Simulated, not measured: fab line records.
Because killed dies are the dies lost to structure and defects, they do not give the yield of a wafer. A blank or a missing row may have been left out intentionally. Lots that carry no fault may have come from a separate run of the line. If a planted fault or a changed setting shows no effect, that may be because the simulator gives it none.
Chamber matching -- flow nandHarc -- NHARC_A_STAIRCASE_DESCUM_443 on rieDiel-11: 4 sister chambers
The step chemistry O2, time 3 s. 8 wafers are shown with their chamber, then 11 later ones without.

WAFERS PAIRED WITH THEIR CHAMBERS
wafer,chamber,drypumpMotorCurrentA (A),showerheadPlenumPTorr (Torr)
L075.6,1,6.4,1.81
L090.1,0,5.1,2.07
L090.2,3,5.9,2.03
L090.3,2,4.8,2.00
L094.1,0,5.0,2.07
L094.3,3,6.0,2.03
L094.5,1,6.4,1.80
L092.1,2,4.8,1.99

WAFERS WITHOUT THEIR CHAMBER
wafer,drypumpMotorCurrentA (A),showerheadPlenumPTorr (Torr)
L092.2,5.9,2.03
L092.6,6.4,1.80
L096.1,6.4,1.80
L096.3,5.1,2.07
L096.4,4.8,1.99
L096.2,5.9,2.03
L096.5,4.8,1.99
L096.6,6.0,2.03
L095.2,4.8,1.99
L095.3,6.4,1.80
L095.4,5.1,2.07

CHAMBER TAKEN BY EACH
wafer,from the rows above,in truth
L092.2,3,3
L092.6,1,1
L096.1,1,1
L096.3,0,0
L096.4,2,2
L096.2,3,3
L096.5,2,2
L096.6,3,3
L095.2,2,2
L095.3,1,1
L095.4,0,0
Correctly placed: 11 of 11. Can't be placed from these rows: 0. 0 placed wrongly.
How it was worked out, from the rows above alone: a wafer's distance from a chamber is the root of the sum, over the readings, of the square of ((its reading less the chamber's mean) divided by the reading's scatter). The wafer belongs to the nearest chamber; if the next one is less than 2 further off, it can't be placed. Each chamber's mean is taken over the wafers shown for it. The scatter: take each reading less its chamber's mean, square it, sum over the shown wafers, divide by the number of wafers less the number of chambers, and take the root.
